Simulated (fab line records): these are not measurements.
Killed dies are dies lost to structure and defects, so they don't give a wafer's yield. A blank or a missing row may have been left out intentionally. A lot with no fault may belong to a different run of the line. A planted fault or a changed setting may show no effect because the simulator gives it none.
Matching of chambers    flow n5 finfet    ald metal-03 running N5_HKMG_FIN_ALD_21: 4 sister chambers
The step deposits TiN, target thk 1.5 nm, pulse time 1 s, purge time 3 s. 4 wafers are shown with their chamber, then 11 later ones without.

EACH WAFER AND ITS CHAMBER
wafer   chamber  heater power w (W)
L087.2  0        799
L087.4  2        1007
L087.6  1        1012
L091.2  3        852

WAFERS WITHOUT THEIR CHAMBER
wafer   heater power w (W)
L091.4  791
L091.6  816
L092.2  1016
L092.5  814
L092.6  1014
L094.4  1004
L094.5  769
L094.6  1002
L097.1  1022
L097.4  851
L097.5  1026

CHAMBER TAKEN BY EACH
wafer   from the rows above      in truth
L091.4  0                        0
L091.6  can't be placed: 0 or 3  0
L092.2  can't be placed: 1 or 2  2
L092.5  can't be placed: 0 or 3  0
L092.6  can't be placed: 1 or 2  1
L094.4  can't be placed: 2 or 1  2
L094.5  0                        0
L094.6  can't be placed: 2 or 1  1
L097.1  can't be placed: 1 or 2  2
L097.4  3                        3
L097.5  can't be placed: 1 or 2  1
Placed correctly: 3 of 11. From these rows, 8 cannot be placed; in 8 the true chamber is one of the candidates. Wrongly placed: 0.
How it was worked out, from the rows above alone: a wafer's distance from a chamber is the root of the sum, over the readings, of the square of ((its reading less the chamber's mean) divided by the reading's scatter). If the next closest chamber is less than 2 further off than the closest, the wafer can't be placed; otherwise it belongs to the closest. The mean given for a chamber averages the wafers shown for that chamber. The scatter: with one shown wafer a chamber, the root of the mean of the squares of how far each hidden wafer lies from its nearest shown one.
